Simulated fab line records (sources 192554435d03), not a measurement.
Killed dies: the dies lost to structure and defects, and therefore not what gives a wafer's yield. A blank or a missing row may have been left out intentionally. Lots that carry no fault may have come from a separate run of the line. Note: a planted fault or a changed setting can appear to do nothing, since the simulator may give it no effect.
Chamber matching ; flow n5-finfet ; rie-diel-01 running N5_FIN_SAQP_DESCUM_21: 4 sister chambers
The step chemistry O2, time 7.9 s. 30 wafers are shown with their chamber, then 12 later ones without.

== WAFERS, EACH WITH ITS CHAMBER ==
wafer;chamber;drypump-motor-current-A (A);showerhead-plenum-p-Torr (Torr);throttle-valve-pct (%)
L074.1;2;5.1;2.22;20.61
L074.2;1;5.7;2.08;20.57
L074.3;0;5.7;2.09;20.56
L074.4;1;5.7;2.07;20.54
L074.5;0;5.7;2.09;20.56
L074.6;2;5.1;2.22;20.62
L075.1;1;5.7;2.07;20.57
L075.3;2;5.1;2.21;20.62
L075.5;1;5.8;2.07;20.55
L077.2;3;6.5;2.24;20.12
L077.5;0;5.6;2.09;20.55
L077.6;3;6.5;2.24;20.11
L083.1;0;5.6;2.08;20.60
L083.2;2;5.1;2.21;20.66
L083.3;1;5.7;2.07;20.59
L084.1;3;6.5;2.24;20.12
L084.2;1;5.7;2.07;20.58
L084.3;0;5.6;2.08;20.59
L084.4;2;5.1;2.21;20.65
L084.5;2;5.1;2.21;20.66
L084.6;1;5.7;2.07;20.57
L085.1;2;5.1;2.21;20.63
L085.4;1;5.8;2.07;20.60
L085.5;3;6.5;2.24;20.13
L088.1;3;6.6;2.23;20.15
L088.2;0;5.6;2.08;20.60
L088.4;1;5.7;2.06;20.59
L093.4;2;5.1;2.20;20.70
L093.5;2;5.1;2.20;20.68
L093.6;1;5.7;2.06;20.61

SIGNATURES (averages over the wafers above)
reading;chamber 0;chamber 1;chamber 2;chamber 3;scatter within a chamber
drypump-motor-current-A;5.633;5.720;5.100;6.520;0.0379
showerhead-plenum-p-Torr;2.0850;2.0690;2.2100;2.2380;0.00595
throttle-valve-pct;20.5767;20.5770;20.6478;20.1260;0.024
Rule: for each reading, subtract the chamber's mean from the wafer's reading, divide by that reading's scatter and square the result; add these up over the readings and take the root, which gives the wafer's distance from the chamber. If the next closest chamber is less than 2 further off than the closest, the wafer can't be placed; otherwise it belongs to the closest. The scatter: the root of (the sum of the squares of (reading less its chamber's mean) over the shown wafers, divided by (wafers less chambers)).

== WAFERS WITHOUT THEIR CHAMBER ==
wafer;drypump-motor-current-A (A);showerhead-plenum-p-Torr (Torr);throttle-valve-pct (%)
L094.1;5.7;2.06;20.63
L094.2;6.5;2.23;20.16
L094.3;5.1;2.20;20.68
L094.4;5.6;2.07;20.62
L094.5;5.7;2.07;20.62
L094.6;6.5;2.23;20.16
L095.1;6.5;2.23;20.17
L095.4;5.6;2.07;20.63
L095.5;5.1;2.20;20.69
L097.1;5.7;2.06;20.24
L097.3;5.6;2.07;20.64
L097.5;5.6;2.07;20.64

== WHICH CHAMBER EACH WENT THROUGH ==
wafer;from the rows above;in truth
L094.1;1;1
L094.2;3;3
L094.3;2;2
L094.4;can't be placed: 0 or 1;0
L094.5;can't be placed: 1 or 0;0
L094.6;3;3
L095.1;3;3
L095.4;can't be placed: 0 or 1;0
L095.5;2;2
L097.1;can't be placed: 1 or 0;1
L097.3;can't be placed: 0 or 1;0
L097.5;can't be placed: 0 or 1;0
Correct placement for 6 of the 12. Not placeable from these rows: 6 (in 6, the candidates include the true chamber). Wrongly placed: 0.
